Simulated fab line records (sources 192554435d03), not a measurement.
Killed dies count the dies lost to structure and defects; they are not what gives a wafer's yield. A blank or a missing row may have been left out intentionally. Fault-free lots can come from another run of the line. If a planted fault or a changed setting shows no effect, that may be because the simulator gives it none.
Split-lot study | flow n5-finfet | 21 wafers read from 7 lots, route of 1938 steps

== ON THE SPLIT ==
At N5_DUMMY_GATE_ETCH_31 (etches SiO2 in C4F6/O2, target depth 82.5 nm, time 27.5 s), the setting target-depth-a was moved away from the recipe's 825 angstrom on 9 of the 21 wafers read, by -8.3% to +12.0%. For the rest of the wafers, this setting stayed at what the recipe calls for.

Reading taken at the split's own step.

== THE READING ==
etch.depth-nm (the simulator's own value, which no gauge read), in nm, at N5_DUMMY_GATE_ETCH_31 (etches SiO2 in C4F6/O2, target depth 82.5 nm, time 27.5 s). The file does not state a usual value for it. Across the 12 wafers here that went through the recipe, the average is 82.39 nm and the standard deviation 2.3 nm.

wafer  | tool, chamber at the split | target-depth-a as run, angstrom | against the recipe | etch.depth-nm, nm | against lot-mates on the recipe
L074.1 | rie-diel-03, 1             | 825                             | recipe             | 84.04             | -
L074.3 | rie-diel-03, 2             | 862.2                           | +4.5%              | 84.96             | +2.25
L074.5 | rie-diel-03, 2             | 825                             | recipe             | 81.38             | -
L078.3 | rie-diel-03, 3             | 910.9                           | +10.4%             | 90.11             | +5.77
L078.4 | rie-diel-03, 1             | 825                             | recipe             | 84.34             | -
L078.5 | rie-diel-03, 2             | 910.9                           | +10.4%             | 90.36             | +6.02
L079.1 | rie-diel-03, 2             | 825                             | recipe             | 81.85             | -
L079.4 | rie-diel-03, 0             | 825                             | recipe             | 84.13             | -
L079.5 | rie-diel-03, 1             | 825                             | recipe             | 83.68             | -
L086.3 | rie-diel-03, 0             | 756.7                           | -8.3%              | 77.81             | -7.35
L086.4 | rie-diel-03, 2             | 756.7                           | -8.3%              | 74.66             | -10.50
L086.6 | rie-diel-03, 0             | 825                             | recipe             | 85.16             | -
L090.1 | rie-diel-04, 1             | 825                             | recipe             | 78.04             | -
L090.5 | rie-diel-04, 2             | 773                             | -6.3%              | 77.14             | -0.76
L090.6 | rie-diel-04, 1             | 825                             | recipe             | 77.75             | -
L091.1 | rie-diel-06, 0             | 825                             | recipe             | 81.63             | -
L091.3 | rie-diel-06, 1             | 777.7                           | -5.7%              | 78.34             | -3.60
L091.5 | rie-diel-06, 0             | 825                             | recipe             | 82.25             | -
L094.1 | rie-diel-06, 1             | 825                             | recipe             | 84.47             | -
L094.3 | rie-diel-06, 2             | 923.6                           | +12.0%             | 90.63             | +6.16
L094.6 | rie-diel-06, 2             | 923.6                           | +12.0%             | 91.06             | +6.59

THE FIT
A straight line over all 21 wafers: etch.depth-nm changes by +0.733 nm for each +1% of target-depth-a; r = +0.92; the points scatter about the line by 1.9 nm.
The same after taking each lot's own level away (the mean of its wafers on the recipe; 21 wafers): +0.637 nm for each +1%; r = +0.92; scatter 1.6 nm.
The reading moves by 7.6 nm for the largest change in target-depth-a, on that fit.
The span of the lots' own levels, 77.895 to 85.160 nm, comes to 3.1 times the standard deviation stated above.
Thus the slope moves with the lot-to-lot level: the two fits are different.
Check: +7.5 nm against its lot-mates is what the line predicts for one of the wafers moved furthest among these (+12.0%) when that wafer is left out of the fit. It came out at +6.16 nm against them.

== FILE'S OWN FIT ==
etch.depth-nm changes by +0.598 nm for each +1% of target-depth-a, r = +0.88.
